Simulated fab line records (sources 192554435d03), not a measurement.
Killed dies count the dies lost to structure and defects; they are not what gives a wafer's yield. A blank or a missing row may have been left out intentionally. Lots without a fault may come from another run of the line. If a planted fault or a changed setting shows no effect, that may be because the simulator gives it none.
Chamber matching ; flow n5-finfet ; 3 sister chambers for N5_BEOL_M5_PRE_CLEAN_77 on cvd-co-02
The step time 15 s. 6 wafers are shown with their chamber, then 12 later ones without.

WAFERS PAIRED WITH THEIR CHAMBERS
wafer;chamber;heater-power-w (W)
L090.1;0;83
L090.2;2;56
L090.3;1;74
L090.4;0;82
L090.5;1;73
L090.6;2;55

WAFERS WITH NO CHAMBER GIVEN
wafer;heater-power-w (W)
L094.2;73
L094.4;81
L094.5;56
L092.2;84
L092.4;82
L092.6;73
L095.2;73
L095.3;57
L095.4;82
L096.2;56
L096.3;76
L096.6;74

WHICH CHAMBER EACH WENT THROUGH
wafer;from the rows above;in truth
L094.2;1;1
L094.4;0;0
L094.5;2;2
L092.2;0;0
L092.4;0;0
L092.6;1;1
L095.2;1;1
L095.3;2;2
L095.4;0;0
L096.2;2;2
L096.3;1;1
L096.6;1;1
Correctly placed: 12 of 12. Can't be placed from these rows: 0. Wrongly placed: 0.
How it was worked out, from the rows above alone: a wafer's distance from a chamber is the root of the sum, over the readings, of the square of ((its reading less the chamber's mean) divided by the reading's scatter). If the next closest chamber is less than 2 further off than the closest, the wafer can't be placed; otherwise it belongs to the closest. A chamber's mean is the mean of its shown wafers. The scatter is the square root of a quotient: the sum, over the shown wafers, of each reading's squared deviation from its chamber's mean, divided by wafers minus chambers.
